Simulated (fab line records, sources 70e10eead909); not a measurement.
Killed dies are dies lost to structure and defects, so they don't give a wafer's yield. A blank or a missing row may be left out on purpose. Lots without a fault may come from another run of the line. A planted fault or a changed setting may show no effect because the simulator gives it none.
Which tool did it? | flow nand_harc | 14 lots, 40 wafers sampled, at 6 steps of a route of 1159

WHAT THE GAUGES READ, wafer by wafer
NHARC_A_ONON_D1_THK_MEAS_05: measures by ellipsometry. Usual: thk_nm 1000 nm, standard deviation 12.
lot  | measured     | on            | thk_nm (nm)    | flag
L131 | day 8 10:09  | film_metro-02 | 1006 1005 1005 |
L129 | day 8 10:31  | film_metro-02 | 1003 1004 1005 |
L130 | day 8 10:09  | film_metro-01 | 1003 1002 1003 |
L133 | day 8 15:53  | film_metro-02 | 999 998 1000   |
L134 | day 8 19:52  | film_metro-02 | 994 993 994    |
L138 | day 10 10:25 | film_metro-02 | 992 991        |
L141 | day 10 18:13 | film_metro-02 | 1013 1016      |
L142 | day 11 11:07 | film_metro-02 | 976 976 976    |
L144 | day 11 11:05 | film_metro-01 | 1003 1004 1004 |
L145 | day 11 18:23 | film_metro-01 | 998 998 997    |
L146 | day 12 03:54 | film_metro-01 | 1019 1021 1018 |
L147 | day 12 03:55 | film_metro-01 | 972 973 972    |
L151 | day 13 04:38 | film_metro-01 | 1015 1017 1015 |
L152 | day 13 10:26 | film_metro-01 | 1004 1003 1003 |

NHARC_A_ONON_D1_THK_MEAS_14: measures by ellipsometry. Usual: thk_nm 1001 nm, standard deviation 8.4.
lot  | measured     | on            | thk_nm (nm)    | flag
L131 | day 8 11:52  | film_metro-01 | 1006 1004 1006 |
L129 | day 8 12:12  | film_metro-02 | 1011 1010 1010 |
L130 | day 8 11:50  | film_metro-02 | 1011 1012 1012 |
L133 | day 8 17:35  | film_metro-02 | 988 987 988    |
L134 | day 8 21:37  | film_metro-02 | 1003 1005 1005 |
L138 | day 10 12:07 | film_metro-01 | 987 987        |
L141 | day 10 19:57 | film_metro-02 | 993 991        |
L142 | day 11 12:49 | film_metro-02 | 1004 1002 1001 |
L144 | day 11 12:47 | film_metro-01 | 997 997 998    |
L145 | day 11 20:05 | film_metro-02 | 994 993 994    |
L146 | day 12 05:38 | film_metro-01 | 1000 1000 1000 |
L147 | day 12 05:37 | film_metro-02 | 1002 1001 1002 |
L151 | day 13 06:20 | film_metro-01 | 1000 1000 1002 |
L152 | day 13 12:08 | film_metro-02 | 1005 1007 1006 |

NHARC_A_ONON_D1_THK_MEAS_18: measures by ellipsometry. Usual: thk_nm 1002 nm, standard deviation 10.
lot  | measured     | on            | thk_nm (nm)    | flag
L131 | day 8 18:56  | film_metro-01 | 999 999 1001   |
L129 | day 8 18:57  | film_metro-01 | 998 996 997    |
L130 | day 8 19:18  | film_metro-02 | 1004 1003 1004 |
L133 | day 9 01:37  | film_metro-01 | 986 985 985    |
L134 | day 9 04:41  | film_metro-01 | 1022 1021 1023 |
L138 | day 10 19:16 | film_metro-02 | 991 1542       | OFF
L141 | day 11 02:59 | film_metro-02 | 1002 1557      | OFF
L142 | day 11 20:47 | film_metro-01 | 1031 1585 1031 | OFF
L144 | day 11 20:48 | film_metro-02 | 1006 1008 1008 |
L145 | day 12 06:54 | film_metro-02 | 1002 1000 1001 |
L146 | day 12 14:47 | film_metro-02 | 1005 1006 1006 |
L147 | day 12 14:47 | film_metro-01 | 1009 1008 1009 |
L151 | day 13 13:38 | film_metro-01 | 1001 1000 1001 |
L152 | day 13 19:16 | film_metro-02 | 1000 1001 1001 |

NHARC_END_SORT_01. Usual: killed_at_array 29, standard deviation 10; killed_at_other 0.7, standard deviation 1.1; killed_at_periphery 3.2, standard deviation 2.2; killed_dies 33, standard deviation 11; killed_open 3.5, standard deviation 1.8; killed_short 2.0, standard deviation 1.4.
lot  | measured     | on        | killed_at_array | killed_at_other | killed_at_periphery | killed_dies | killed_open | killed_short | flag
L138 | day 22 09:40 | prober-01 | 13 672          | 0 0             | 6 5                 | 19 677      | 2 4         | 2 3          | OFF
L141 | day 22 02:04 | prober-02 | 42 675          | 0 0             | 4 2                 | 46 677      | 3 2         | 5 2          | OFF
L142 | day 23 06:19 | prober-02 | 26 677 19       | 0 0 1           | 3 0 1               | 29 677 21   | 3 2 3       | 4 1 1        | OFF
L144 | day 23 14:08 | prober-02 | 38 39 42        | 0 0 0           | 1 4 7               | 39 43 49    | 2 1 9       | 0 1 2        |
L145 | day 23 08:43 | prober-01 | 23 30 23        | 2 3 3           | 3 1 3               | 28 34 29    | 5 2 5       | 1 1 1        |

WHICH TOOL RAN EACH LOT (tool, then ch and the chambers of the sampled wafers, then the start)
lot  | NHARC_P_BONDPAD_CMP_19        | NHARC_A_ONON_D1_DEP_16
L131 | cmp-03 ch 1,2,3, day 7 08:20  | pecvd_onon-02 ch 0, day 8 18:26
L129 | cmp-04 ch 0,1,2, day 7 08:56  | pecvd_onon-03 ch 0, day 8 18:30
L130 | cmp-02 ch 0,3, day 7 10:04    | pecvd_onon-02 ch 0, day 8 18:54
L133 | cmp-04 ch 0,2,3, day 7 15:05  | pecvd_onon-03 ch 0, day 9 01:05
L134 | cmp-03 ch 0,2,3, day 7 19:01  | pecvd_onon-03 ch 0, day 9 04:10
L138 | cmp-03 ch 2,3, day 9 09:15    | pecvd_onon-03 ch 0, day 10 18:44
L141 | cmp-04 ch 2,3, day 9 19:25    | pecvd_onon-03 ch 0, day 11 02:29
L142 | cmp-03 ch 1,2,3, day 10 06:42 | pecvd_onon-03 ch 0, day 11 20:17
L144 | cmp-04 ch 0,1, day 10 11:44   | pecvd_onon-01 ch 0, day 11 20:17
L145 | cmp-04 ch 0,3, day 10 13:49   | pecvd_onon-01 ch 0, day 12 06:34
L146 | cmp-02 ch 0,1,2, day 11 00:02 | pecvd_onon-02 ch 0, day 12 14:16
L147 | cmp-04 ch 0,3, day 11 00:53   | pecvd_onon-01 ch 0, day 12 14:27
L151 | cmp-03 ch 0,1,3, day 12 02:57 | pecvd_onon-01 ch 0, day 13 13:13
L152 | cmp-03 ch 0,2,3, day 12 09:38 | pecvd_onon-02 ch 0, day 13 18:45
- NHARC_P_BONDPAD_CMP_19: polishes, t overpolish 30 s, cu recess touch 16 s, target thk 160.81 nm.
- NHARC_A_ONON_D1_DEP_16: target thk 1000 nm.

WHAT THE TOOLS THEMSELVES READ (means of the sampled wafers that have a number; where no wafer has one, the mark that the record gives instead)
NHARC_P_BONDPAD_CMP_19. Usual: motor_current_A 12.1 A, standard deviation 1.1; overpolish_run_s 30.000 s, standard deviation 0.0083; slurry_flow_ml_min 150.1, standard deviation 0.49.
lot  | tool   | motor_current_A (A) | overpolish_run_s (s) | slurry_flow_ml_min | flag
L131 | cmp-03 | 12.3                | 29.997               | 149.8              |
L129 | cmp-04 | 12.0                | 30.001               | 150.2              |
L130 | cmp-02 | 13.5                | 29.997               | 150.5              |
L133 | cmp-04 | 12.4                | 29.994               | 149.7              |
L134 | cmp-03 | 11.7                | 30.000               | 150.4              |
L138 | cmp-03 | 11.8                | 29.995               | 149.7              |
L141 | cmp-04 | 11.6                | 30.004               | 150.2              |
L142 | cmp-03 | 12.4                | 29.998               | 150.3              |
L144 | cmp-04 | 11.9                | 29.994               | 150.1              |
L145 | cmp-04 | 12.4                | 29.996               | 149.6              |
L146 | cmp-02 | 11.3                | 30.011               | 150.0              |
L147 | cmp-04 | 12.9                | 30.003               | 149.7              |
L151 | cmp-03 | 11.9                | 30.001               | 150.4              |
L152 | cmp-03 | 11.6                | 30.006               | 150.0              |

NHARC_A_ONON_D1_DEP_16. Usual: sih4_flow_sccm 209.9 sccm, standard deviation 0.59.
lot  | tool          | sih4_flow_sccm (sccm) | flag
L131 | pecvd_onon-02 | 209.2                 |
L129 | pecvd_onon-03 | 210.2                 |
L130 | pecvd_onon-02 | 209.4                 |
L133 | pecvd_onon-03 | 210.6                 |
L134 | pecvd_onon-03 | 209.8                 |
L138 | pecvd_onon-03 | 210.3                 |
L141 | pecvd_onon-03 | 209.8                 |
L142 | pecvd_onon-03 | 210.2                 |
L144 | pecvd_onon-01 | 210.8                 |
L145 | pecvd_onon-01 | 210.2                 |
L146 | pecvd_onon-02 | 209.1                 |
L147 | pecvd_onon-01 | 209.3                 |
L151 | pecvd_onon-01 | 209.9                 |
L152 | pecvd_onon-02 | 210.3                 |

THE ANSWER, worked out from the rows above alone
Rule: a lot is off if the mean of its wafers that have a number lies more than 3 standard deviations from the usual mean. A lot without any number at a reading at which 4 lots or more have one is off too. The other lots that the step has rows for count as sound. The gauges are gone through in route order, then the tools' own readings, and for those a lot's mean is taken as printed above. The first step at which some lot is off is used, and at that step the reading that is off furthest; a lot without a number counts as furthest.
Off: L138, L141, L142, at NHARC_A_ONON_D1_THK_MEAS_18 (thk_nm).
A tool fits if, at a process step before that reading, it ran every lot that is off, and no sound lot after the first of them. The gauges at NHARC_A_ONON_D1_THK_MEAS_18 aren't tried: what is off there is off at NHARC_END_SORT_01 too, on other tools, and a gauge's error can't cause that. One fits: pecvd_onon-03 at NHARC_A_ONON_D1_DEP_16. Its last sound lot is L134 (day 9 04:10), its first lot that is off L138 (day 10 18:44): a fault that began between those two fits.

WHAT THE SIMULATOR HAD PUT IN
Process parameter drift: pecvd_onon-03, from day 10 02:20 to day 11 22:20, at NHARC_A_ONON_D1_DEP_16. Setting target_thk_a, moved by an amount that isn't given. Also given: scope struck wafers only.
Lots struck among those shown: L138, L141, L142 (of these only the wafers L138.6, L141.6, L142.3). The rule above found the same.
